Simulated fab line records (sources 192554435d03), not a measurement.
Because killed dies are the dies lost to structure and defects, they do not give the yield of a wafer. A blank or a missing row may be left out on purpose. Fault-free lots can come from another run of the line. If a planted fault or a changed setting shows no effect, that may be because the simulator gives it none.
The same fault as seen by 2 desks | flow n5_finfet | each desk has only its own numbers; what lay behind them comes last

== DESK OF THE TOOL OWNER: rie_diel-03 ==
The tool's own readings at N5_BEOL_M12_ETCH_38 (etches SiCN in CF4/N2, target depth 68.7 nm, time 73.4 s): means of the sampled wafers that have a number, for each lot that ran on this tool. Marked OUT: a lot whose mean sits more than 4 standard deviations from the usual mean, which makes it out of limits; the brackets give that distance.
Columns: A = drypump_motor_current_A at N5_BEOL_M12_ETCH_38, usual 5.7 A; B = n2_flow_sccm at N5_BEOL_M12_ETCH_38, usual 59.98 sccm; C = oes_product_au at N5_BEOL_M12_ETCH_38, usual 0.81 a.u.; D = rf_vpp_V at N5_BEOL_M12_ETCH_38, usual 383.0 V; E = showerhead_plenum_p_Torr at N5_BEOL_M12_ETCH_38, usual 2.23 Torr; F = throttle_valve_pct at N5_BEOL_M12_ETCH_38, usual 15.47 %
lot  | first seen here | A   | B     | C    | D     | E    | F
L801 | day 11 17:10    | 5.5 | 59.90 | 0.77 | 383.1 | 2.24 | 15.49
L804 | day 13 15:14    | 5.7 | 60.03 | 0.78 | 384.8 | 2.30 | 15.50
L805 | day 13 20:08    | 5.6 | 59.98 | 0.92 | 384.9 | 2.31 | 15.26
L812 | day 14 13:22    | 5.5 | 59.91 | 1.07 | 384.8 | 2.30 | 15.31
L815 | day 15 09:29    | 5.3 | 60.32 | 1.02 | 385.3 | 2.34 | 15.25
This desk found nothing out of limits on any of the 5 lots.

== AT THE METROLOGY DESK ==
What the gauges read, lot by lot, whatever tool the lot ran on: means of the sampled wafers that have a number. Marked OUT: a lot whose mean sits more than 4 standard deviations from the usual mean, which makes it out of limits; the brackets give that distance.
Columns: A = V11_OVL at N5_BEOL_M12_OVL_MEAS_11, usual 4 nm; B = cd_nm at N5_BEOL_M12_CD_MEAS_28, usual 160.1 nm
lot  | first seen here | A  | B
L801 | day 11 12:34    | 6  | 159.1
L800 | day 12 07:41    | 3  | 160.2
L802 | day 12 14:41    | 6  | 160.2
L808 | day 13 04:44    | 9  | 159.1
L804 | day 13 11:04    | 0  | 159.8
L805 | day 13 17:40    | 9  | 161.3
L806 | day 13 18:05    | -1 | 159.2
L812 | day 14 11:27    | 6  | 160.3
L815 | day 15 05:18    | 15 | 160.0
L817 | day 16 02:14    | 3  | 162.1
L818 | day 16 05:26    | -1 | 161.3
L822 | day 17 13:52    | -4 | 159.2
This desk found nothing out of limits on any of the 12 lots.

== BROUGHT TOGETHER ==
The desk of the tool owner found nothing out of limits.
Metrology desk: nothing out of limits seen.

== WHAT WAS PUT IN BY THE SIMULATOR ==
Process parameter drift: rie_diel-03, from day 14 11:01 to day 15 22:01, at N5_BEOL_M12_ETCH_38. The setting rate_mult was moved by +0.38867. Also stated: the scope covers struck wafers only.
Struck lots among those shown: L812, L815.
